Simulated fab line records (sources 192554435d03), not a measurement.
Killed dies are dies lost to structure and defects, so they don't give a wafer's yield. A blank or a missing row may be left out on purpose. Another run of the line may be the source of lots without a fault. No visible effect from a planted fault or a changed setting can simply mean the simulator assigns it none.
fab line records    flow n5-finfet
record: lots: 9  wafers: 25  last-day: 18
route steps=1938 shown MOL_CONTACT_COAG@588 BEOL_M0_SAQP@636 BEOL_M4@1111 PASSIVATION@1936
lots with no fault: from the same line, run without faults
start-h: start of the lot's first displayed wafer, in hours after the record's first day    wait-h: time in hours since the lot's previous step    " the same as in the row above    L1.1+2: several wafers, shown together as one row    - no value, or no start given    * or withheld: withheld    < > ~ a bound
route shown NAME@n: NAME is a module with steps in the file, n the number in the route of the first one    usual: mean and standard deviation over wafers with no fault    same: alike in all rows    chamber/n: place in a boat    sites: readings site by site    _std_site: standard deviation across them    _edge_site: outer sites' mean less inner sites'    radius-mm: how far each site lies from the wafer's centre    mask NAME#n: copy n    behind: the last tool/chamber to shape the wafer    hold: the reason the lot was held/the length of the hold in hours/how it ended    device: the n, p or np transistor that did not switch    end of line: the route-end tests of the same wafers    for a step that has no rows: nothing shown but its recipe    killed: not the wafer's yield, but the dies lost to structure and defects at the first sort    map: a wafer's dies, marking killed ones x, the rest . and places with no die _
set.NAME: setting as actually run; set.NAME@STEP: the setting as run at that earlier step    model.NAME: the simulator's own value behind a step, which no gauge read
one table for each step of the route and one row for each wafer, over a sample of lots
services: when a tool's chamber went out of use (start-h, in hours from the record's first day, below 0 if earlier), for how many hours, and the reason
== steps ==
step: N5_MOL_CONTACT_COAG_ETCH_47
recipe: chemistry: CH3F/O2  target: SiNx  target-depth-a: 270  mask-material: SiO2  stop-on: W  over-etch-frac: 0.2  ion-energy-ev: 120  endpoint: OES-CN  pressure-mtorr: 30  source-w: 395  bias-w: 73  Ar_flow_sccm: 150  CH3F_flow_sccm: 30  O2_flow_sccm: 20  ends: end-point
usual: drypump-motor-current-A: 5.6/0.43  etch-rf-on-time-s: 30.9/0.64  mfc-ar-sccm: 150.0/0.45  oes-product-au: 0.73/0.079  rf-vpp-V: 296/5.3  showerhead-plenum-p-Torr: 2.00/0.075  throttle-valve-pct: 16.32/0.25
lot.wafer  tool         chamber  start-h  wait-h  drypump-motor-current-A  etch-rf-on-time-s  mfc-ar-sccm  oes-product-au  rf-hours-counter-h  rf-vpp-V  showerhead-plenum-p-Torr  throttle-valve-pct
L452.1     rie-diel-03  1        108.97   0.0     5.3                      29.8               150.9        0.84            17                  298       2.14                      15.95
L452.2     "            0        "        "       5.4                      31.1               149.5        0.71            115                 306       1.93                      16.32
L452.6     "            3        "        "       5.5                      31.4               150.2        0.73            -                   291       2.10                      16.09
L453.3     rie-diel-04  2        112.27   0.0     5.5                      31.6               149.3        0.75            67                  296       2.03                      16.01
L453.6     "            0        "        "       5.1                      31.3               149.5        0.61            -                   297       1.98                      16.72
L455.3     rie-diel-03  1        122.92   0.0     5.3                      30.1               150.0        0.84            20                  297       2.14                      15.98
L455.5     "            0        "        "       5.3                      31.4               150.7        0.69            -                   307       1.93                      16.30
L456.1     rie-diel-01  3        132.92   0.0     4.9                      30.1               149.6        0.87            11                  295       2.04                      16.03
L456.4     "            2        "        "       5.9                      31.0               150.4        0.63            -                   286       1.90                      16.53
L456.6     "            3        "        "       4.9                      30.1               149.7        0.86            -                   295       2.04                      16.05
L459.2     rie-diel-04  1        147.80   0.0     6.5                      30.2               151.3        0.81            39                  301       1.96                      16.53
L459.4     "            0        "        "       5.1                      31.8               150.3        0.61            -                   295       1.98                      16.75
L459.5     "            1        "        "       6.5                      30.6               151.0        0.79            -                   300       1.96                      16.54
L463.1     rie-diel-04  0        170.00   0.0     5.1                      31.3               150.2        0.60            261                 297       1.97                      16.75
L463.2     "            3        "        "       5.9                      30.8               149.9        0.86            4                   292       2.13                      16.27
L463.4     "            1        "        "       6.5                      30.1               150.4        0.78            46                  299       1.96                      16.56
L465.2     rie-diel-01  0        186.80   0.0     5.5                      30.5               150.2        0.82            17                  301       1.97                      16.25
L465.3     "            2        "        "       5.9                      31.5               149.7        0.61            243                 285       1.89                      16.58
L465.5     "            0        "        "       5.5                      30.9               150.3        0.81            -                   300       1.97                      16.23
L467.4     rie-diel-01  0        196.17   0.0     5.5                      30.6               150.0        0.79            21                  300       1.97                      16.25
L467.5     "            0        "        "       5.5                      30.2               150.4        0.80            -                   301       1.97                      16.23
L467.6     "            1        "        "       5.2                      30.5               149.7        0.83            -                   296       2.05                      16.07
L470.2     rie-diel-03  3        213.98   0.0     5.5                      31.8               149.8        0.69            100                 291       2.09                      16.16
L470.3     "            1        "        "       5.3                      29.7               149.9        0.79            46                  297       2.13                      15.99
L470.5     "            1        "        "       5.3                      29.6               150.2        0.80            -                   298       2.13                      16.01
step: N5_MOL_CONTACT_COAG_ETCH_48
recipe: chemistry: C4F6/O2  target-depth-a: 150  overetch-a: 45  mask-material: SOC  target: SiOC  bias-w: 465  pressure-mtorr: 10  time-s: 17  source-w: 335  Ar_flow_sccm: 300  C4F6_flow_sccm: 10  O2_flow_sccm: 10  ion-energy-ev: 576
usual: drypump-motor-current-A: 5.5/0.36  mfc-ar-sccm: 299.8/0.9  oes-product-au: 0.68/0.075  rf-vpp-V: 1580/28  showerhead-plenum-p-Torr: 2.85/0.11  throttle-valve-pct: 40.5/0.32
lot.wafer  tool         chamber  start-h  wait-h  drypump-motor-current-A  mfc-ar-sccm  oes-product-au  rf-hours-counter-h  rf-vpp-V  showerhead-plenum-p-Torr  throttle-valve-pct
L452.1     rie-diel-04  3        110.51   0.0     5.9                      298.4        0.61            245                 1534      2.68                      40.7
L452.2     "            0        "        "       5.1                      301.1        0.56            240                 1585      2.82                      40.9
L452.6     "            0        "        "       5.1                      300.4        0.57            -                   1585      2.81                      40.9
L453.3     rie-diel-01  3        113.61   0.0     4.9                      299.8        0.80            5                   1575      2.90                      40.1
L453.6     "            3        "        "       5.0                      299.0        0.83            -                   1574      2.90                      40.1
L455.3     rie-diel-01  0        124.50   0.0     5.5                      299.2        0.54            249                 1605      2.81                      41.1
L455.5     "            1        "        "       5.2                      298.0        0.57            -                   1586      2.92                      40.3
L456.1     rie-diel-03  2        134.49   0.0     5.6                      299.5        0.70            108                 1562      2.75                      40.7
L456.4     "            3        "        "       5.5                      299.2        0.71            76                  1560      2.98                      40.1
L456.6     "            1        "        "       5.3                      299.8        0.83            -                   1587      3.03                      40.7
L459.2     rie-diel-03  3        149.01   0.0     5.5                      299.8        0.65            81                  1559      2.98                      40.1
L459.4     "            2        "        "       5.5                      299.4        0.60            114                 1560      2.75                      40.7
L459.5     "            1        "        "       5.3                      299.4        0.72            -                   1586      3.03                      40.6
L463.1     rie-diel-01  0        171.34   0.0     5.5                      301.0        0.79            11                  1606      2.80                      40.9
L463.2     "            3        "        "       5.0                      300.7        0.79            28                  1573      2.89                      40.1
L463.4     "            0        "        "       5.5                      300.2        0.78            -                   1605      2.80                      40.9
L465.2     rie-diel-03  2        188.01   0.0     5.6                      300.3        0.65            125                 1562      2.74                      40.7
L465.3     "            3        "        "       5.5                      299.5        0.64            93                  1556      2.97                      40.1
L465.5     "            2        "        "       5.6                      302.8        0.65            -                   1561      2.74                      40.7
L467.4     rie-diel-01  0        197.38   0.0     5.5                      301.4        0.73            21                  1606      2.80                      40.9
L467.5     "            3        "        "       5.0                      299.9        0.77            -                   1573      2.89                      40.1
L467.6     "            2        "        "       5.9                      299.0        0.56            -                   1536      2.69                      40.3
L470.2     rie-diel-03  1        215.50   0.0     5.3                      298.7        0.74            46                  1586      3.02                      40.7
L470.3     "            3        "        "       5.5                      300.0        0.67            100                 1557      2.97                      40.1
L470.5     "            2        "        "       5.6                      299.5        0.66            -                   1562      2.74                      40.7
step: N5_MOL_CONTACT_COAG_CMP_52
recipe: stop-on: SiO2  t-overpolish-s: 1.5  post-cmp-clean: w-dilute-nh4oh  down-force-psi: 4  platen-rpm: 50.289  pad-velocity-m-s: 1.0006  target-thk-nm: 66.5
usual: motor-current-A: 11.8/0.84  overpolish-run-s: 1.499/0.0097  time-to-endpoint-s: 13.0/2
lot.wafer  tool    chamber  start-h  wait-h  motor-current-A  overpolish-run-s  time-to-endpoint-s
L452.1     cmp-04  3        111.28   0.1     12.9             1.504             15.4
L452.2     "       1        "        "       11.4             1.490             16.6
L452.6     "       2        "        "       10.9             1.509             18.4
L453.3     cmp-02  0        114.38   0.1     11.4             1.510             13.8
L453.6     "       0        "        "       11.5             1.497             16.8
L455.3     cmp-01  0        125.35   0.1     11.7             1.505             14.1
L455.5     "       2        "        "       13.2             1.514             15.1
L456.4     cmp-02  0        135.27   0.1     11.9             1.494             14.0
L456.1     "       2        "        "       11.6             1.503             8.1
L456.6     "       0        "        "       11.5             1.489             13.8
L459.2     cmp-01  3        149.89   0.2     11.1             1.509             10.0
L459.4     "       0        "        "       12.0             1.515             13.0
L459.5     "       2        "        "       13.7             1.504             12.4
L463.4     cmp-01  3        172.08   0.0     11.7             1.492             8.9
L463.2     "       0        "        "       12.7             1.499             12.1
L463.1     "       1        "        "       11.4             1.510             12.4
L465.3     cmp-01  1        188.78   0.1     11.3             1.501             11.7
L465.2     "       2        "        "       13.1             1.508             12.4
L465.5     "       1        "        "       11.4             1.509             11.9
L467.4     cmp-04  0        198.17   0.1     12.0             1.511             13.1
L467.6     "       3        "        "       12.8             1.505             13.7
L467.5     "       0        "        "       11.8             1.513             12.2
L470.2     cmp-04  0        216.31   0.1     11.7             1.496             11.2
L470.3     "       1        "        "       11.2             1.481             13.9
L470.5     "       3        "        "       12.7             1.514             15.3
step: N5_MOL_CONTACT_COAG_INSPECT_97
recipe: inspect-instrument: darkfield  mode: post-anneal
usual: raw-defect-count: 43/16
lot.wafer  tool               chamber  start-h  wait-h  raw-defect-count
L452.1     defect-inspect-01  -        114.59   0.0     51
L452.2     "                  -        "        "       66
L452.6     "                  -        "        "       106
L453.3     defect-inspect-01  -        117.74   0.1     37
L453.6     "                  -        "        "       35
L455.3     defect-inspect-02  -        128.63   0.1     44
L455.5     "                  -        "        "       29
L456.1     defect-inspect-01  -        138.59   0.0     24
L456.4     "                  -        "        "       11
L456.6     "                  -        "        "       43
L459.2     defect-inspect-01  -        153.18   0.0     51
L459.4     "                  -        "        "       48
L459.5     "                  -        "        "       60
L463.1     defect-inspect-02  -        177.44   0.0     285
L463.2     "                  -        "        "       304
L463.4     "                  -        "        "       285
L465.2     defect-inspect-02  -        192.13   0.1     286
L465.3     "                  -        "        "       279
L465.5     "                  -        "        "       311
L467.4     defect-inspect-01  -        201.55   0.1     57
L467.5     "                  -        "        "       68
L467.6     "                  -        "        "       45
L470.2     defect-inspect-02  -        219.60   0.0     34
L470.3     "                  -        "        "       47
L470.5     "                  -        "        "       27
step: N5_BEOL_M0_SAQP_PECVD_96
recipe: material: a-Si  target-thk-a: 450  temp-c: 350  precursor: SiH4/He  pressure-torr: 3  rf-w: 100  time-s: 45.2
usual: heater-power-w: 600/76  showerhead-plenum-p-Torr: 5.65/0.069  throttle-valve-pct: 17.9/0.67
lot.wafer  tool      chamber  start-h  wait-h  heater-power-w  showerhead-plenum-p-Torr  throttle-valve-pct
L452.1     pecvd-04  2        117.11   0.0     577             5.74                      17.4
L452.2     "         0        "        "       495             5.75                      18.6
L452.6     "         0        "        "       492             5.76                      19.0
L453.3     pecvd-04  0        120.77   0.0     499             5.75                      18.8
L453.6     "         1        "        "       553             5.65                      18.5
L455.3     pecvd-04  2        129.19   0.0     559             5.73                      17.6
L455.5     "         2        "        "       547             5.70                      17.4
L456.1     pecvd-03  2        139.69   0.0     605             5.52                      17.1
L456.4     "         2        "        "       605             5.53                      17.6
L456.6     "         1        "        "       776             5.65                      17.8
L459.2     pecvd-01  1        155.22   0.0     607             5.64                      18.4
L459.4     "         1        "        "       611             5.62                      18.7
L459.5     "         1        "        "       609             5.63                      18.5
L463.1     pecvd-03  0        178.88   0.0     556             5.61                      17.6
L463.2     "         2        "        "       598             5.53                      17.3
L463.4     "         0        "        "       540             5.61                      17.7
L465.2     pecvd-04  1        192.70   0.0     511             5.64                      18.4
L465.3     "         0        "        "       519             5.74                      18.9
L465.5     "         2        "        "       564             5.72                      17.1
L467.4     pecvd-03  1        204.23   0.0     730             5.66                      18.2
L467.5     "         2        "        "       609             5.52                      17.3
L467.6     "         0        "        "       603             5.62                      17.7
L470.2     pecvd-03  0        220.14   0.0     554             5.62                      17.4
L470.3     "         2        "        "       700             5.54                      17.4
L470.5     "         0        "        "       552             5.61                      17.9
step: N5_BEOL_M4_RC_MEAS_101
usual: DIBL_N: 36.5/1.9  DIBL_P: 36.4/2.2  IOFF_N: 0.17/0.034  IOFF_P: 0.21/0.036  ION_N: 678/12  ION_P: 462/7.1  SS_N: 71.7/0.61  SS_P: 73.4/0.71  VT_N: 249/3.5  VT_P: -251/3
lot.wafer  tool       chamber  start-h  wait-h  DIBL_N[mV/V]  DIBL_P[mV/V]  IOFF_N[nA/um]  IOFF_P[nA/um]  ION_N[uA/um]  ION_P[uA/um]  SS_N[mV/dec]  SS_P[mV/dec]  VT_N[mV]  VT_P[mV]
L452.1     prober-02  0        185.35   0.0     37.6          37.9          0.16           0.23           671           455           71.6          73.9          248       -250
L452.2     "          0        "        "       40.3          40.5          0.23           0.27           691           471           71.8          75.4          243       -247
L452.6     "          0        "        "       36.1          35.1          0.15           0.18           666           453           70.9          73.0          251       -253
L455.3     prober-01  0        193.03   0.3     34.2          34.7          0.15           0.20           675           464           70.5          72.9          249       -249
L455.5     "          0        "        "       34.4          34.6          0.15           0.20           676           471           70.9          73.6          250       -248
L453.3     prober-02  0        204.51   0.3     39.2          39.0          0.22           0.23           689           462           72.0          74.0          246       -252
L453.6     "          0        "        "       39.5          38.4          0.22           0.24           677           464           72.4          73.7          245       -252
L456.1     prober-02  0        209.41   0.0     38.1          38.5          0.20           0.25           687           464           71.9          73.6          246       -249
L456.4     "          0        "        "       35.4          33.8          0.14           0.18           670           456           71.4          72.7          251       -252
L456.6     "          0        "        "       39.0          39.9          0.22           0.28           688           473           72.3          74.6          245       -248
L459.2     prober-01  0        237.59   0.2     36.3          34.0          0.13           0.17           664           456           70.8          72.6          253       -258
L459.4     "          0        "        "       36.0          33.9          0.13           0.16           671           453           70.9          73.0          252       -255
L459.5     "          0        "        "       35.0          32.9          0.12           0.16           658           458           71.3          72.2          256       -256
L463.1     prober-01  0        276.51   0.0     38.7          36.9          0.17           0.20           686           460           71.9          73.5          248       -252
L463.2     "          0        "        "       37.4          35.4          0.15           0.18           657           455           71.2          73.8          254       -254
L463.4     "          0        "        "       39.8          39.0          0.20           0.24           690           466           72.5          74.3          249       -252
L465.2     prober-02  0        282.68   0.2     39.9          40.4          0.25           0.28           707           470           72.9          75.2          245       -248
L465.3     "          0        "        "       35.5          34.8          0.16           0.19           663           453           71.0          73.6          251       -251
L465.5     "          0        "        "       37.2          36.8          0.18           0.23           674           462           72.1          74.4          249       -249
L470.2     prober-01  0        298.12   0.2     36.8          38.1          0.18           0.22           676           468           71.6          73.6          248       -252
L470.3     "          0        "        "       35.3          37.1          0.16           0.19           673           456           72.2          72.8          251       -254
L470.5     "          0        "        "       35.3          37.4          0.17           0.20           689           470           72.2          72.9          249       -252
L467.4     prober-02  0        298.76   0.5     36.8          35.1          0.16           0.19           683           464           71.6          73.5          249       -251
L467.5     "          0        "        "       39.3          38.0          0.19           0.25           680           468           72.0          74.0          248       -248
L467.6     "          0        "        "       36.1          33.2          0.14           0.16           671           451           71.9          73.2          252       -255
step: N5_PASSIVATION_PROBE_49
usual: defect-limited-yield: 91.0/1.5  killed_at_M0_to_M3: 35/11  killed_at_M4_up: 13/5  killed-at-contacts: 12/5.9  killed-at-front-end: 42/13  killed-at-other: 3/3.2  killed-dies: 106/18  killed-on-rim: 14/4.2  killed-open: 69/13  killed-short: 35/8.9  sort_bin_5_function: 5.2/0.95  sort_bin_6_memory: 3.3/0.71  sort-n-pass: 1074/18  sort-yield-pct: 91.0/1.5
same: gross-dies: 1180  killed-at-back-side: 0  sort_bin_4_leakage[%]: 0  sort_bin_8_speed[%]: 0
lot.wafer  tool       chamber  start-h  wait-h  defect-limited-yield[%]  killed_at_M0_to_M3  killed_at_M4_up  killed-at-contacts  killed-at-front-end  killed-at-other  killed-dies  killed-on-rim  killed-open  killed-short  sort_bin_5_function[%]  sort_bin_6_memory[%]  sort-n-pass  sort-yield-pct[%]
L463.1     prober-02  -        377.11   0.1     73.3                     23                  19               235                 32                   6                315          46             57           29            16.5                    9.0                   865          73.3
L463.2     prober-02  -        377.16   0.2     71.6                     28                  11               244                 42                   10               335          43             73           37            16.8                    9.8                   845          71.6
L463.4     prober-02  -        377.26   0.3     74.2                     28                  23               214                 37                   3                305          50             69           36            15.2                    9.2                   875          74.2
L465.2     prober-01  -        392.09   0.1     73.9                     30                  12               214                 49                   3                308          28             67           34            15.8                    8.7                   872          73.9
L465.3     prober-01  -        392.14   0.1     73.8                     26                  13               218                 43                   9                309          44             69           27            14.9                    9.6                   871          73.8
L465.5     prober-01  -        392.24   0.2     73.4                     28                  14               242                 26                   4                314          32             62           27            15.3                    10.2                  866          73.4
killed by level:class
L463.1 MOL_CONTACT_COAG:unspecified=228 STI_FIN_REVEAL:geometric-particle:open=10 MOL_CONTACT_COAG:geometric-particle:open=7 BEOL_M0_SAQP:geometric-particle:open=7 GATE_CUT:geometric-particle:short=5 BEOL_M0_SAQP:geometric-particle:short=5 FIN_SAQP:geometric-particle:short=4 FIN_SAQP:geometric-particle:open=4
L463.2 MOL_CONTACT_COAG:unspecified=224 MOL_CONTACT_COAG:geometric-particle:open=16 STI_FIN_REVEAL:geometric-particle:open=11 GATE_CUT:geometric-particle:short=9 BEOL_M0_SAQP:geometric-particle:short=8 BEOL_M4:geometric-particle:open=6 BEOL_M0_SAQP:geometric-particle:open=6 BEOL_M1:geometric-particle:open=5
L463.4 MOL_CONTACT_COAG:unspecified=199 BEOL_M4:geometric-particle:open=10 STI_FIN_REVEAL:geometric-particle:open=8 MOL_CONTACT_COAG:geometric-particle:open=8 BEOL_M2:geometric-particle:open=8 BEOL_M3:geometric-particle:open=8 GATE_CUT:geometric-particle:short=7 MOL_CONTACT_COAG:geometric-particle:short=7
L465.2 MOL_CONTACT_COAG:unspecified=207 FIN_SAQP:geometric-particle:open=17 FIN_SAQP:geometric-particle:short=7 STI_FIN_REVEAL:geometric-particle:open=6 BEOL_M1:geometric-particle:open=6 DUMMY_GATE:geometric-particle:open=6 BEOL_M6:geometric-particle:open=5 MOL_CONTACT_COAG:geometric-particle:open=5
L465.3 MOL_CONTACT_COAG:unspecified=210 FIN_SAQP:geometric-particle:open=16 BEOL_M3:geometric-particle:open=11 STI_FIN_REVEAL:geometric-particle:open=8 MOL_CONTACT_COAG:geometric-particle:open=6 FIN_SAQP:geometric-particle:short=5 BEOL_M0_SAQP:geometric-particle:short=5 BEOL_M4:geometric-particle:open=5
L465.5 MOL_CONTACT_COAG:unspecified=225 MOL_CONTACT_COAG:geometric-particle:open=13 FIN_SAQP:geometric-particle:open=11 BEOL_M4:geometric-particle:open=9 BEOL_M1:geometric-particle:open=7 BEOL_M3:geometric-particle:open=7 FIN_SAQP:geometric-particle:short=5 MOL_CONTACT_COAG:geometric-particle:short=4
== services ==
tool         chamber  start-h  hours  kind
rie-diel-01  2        88.49    2.0    repair
cmp-04       -        107.69   1.4    repair
rie-diel-03  -        111.08   2.8    pm
cmp-04       -        116.65   5.2    pm
cmp-04       -        122.07   4.2    repair
cmp-02       -        123.52   8.0    pm
rie-diel-01  0        128.11   -      clean
rie-diel-01  0        128.11   -      consumable-replace:focus-ring
rie-diel-03  1        141.39   6.8    repair
cmp-02       -        148.85   15.6   pm
rie-diel-03  0        149.41   9.5    repair
rie-diel-01  1        153.53   -      clean
rie-diel-01  1        153.53   -      consumable-replace:focus-ring
rie-diel-01  1        153.53   22.3   scheduled-down
rie-diel-01  1        153.53   22.3   vent-cycle
rie-diel-04  2        165.85   1.5    repair
cmp-04       -        168.18   4.9    pm
rie-diel-04  0        170.71   17.3   repair
rie-diel-01  3        183.63   4.1    repair
cmp-01       -        189.02   0.7    repair
cmp-02       -        204.19   4.0    pm
rie-diel-01  2        208.41   -      clean
pecvd-03     0        211.56   3.5    repair
cmp-02       -        217.95   6.6    repair
== key ==
first-sign: step: N5_MOL_CONTACT_COAG_INSPECT_97  reading: raw-defect-count  direction: up  sigmas: 16  usual: 43  struck: 292
effect: step: N5_PASSIVATION_PROBE_49  reading: killed-at-contacts  direction: up  sigmas: 37  usual: 12  struck: 228
more-kills-born-at: N5_MOL_CONTACT_COAG_CMP_52@cmp-01: 1292
met-at N5_MOL_CONTACT_COAG_CMP_52
struck-lots L463,L465
not-acting-at N5_MOL_CONTACT_COAG_ETCH_47,N5_MOL_CONTACT_COAG_ETCH_48,N5_BEOL_M0_SAQP_PECVD_96
onset-between 149.89 172.08
fault: kind: chamber-particle-source  tool: cmp-01  chamber: -  onset-h: 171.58  steps: N5_MOL_CONTACT_COAG_CMP_52  rate-per-visit-cm2: 0.38112  end-h: 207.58
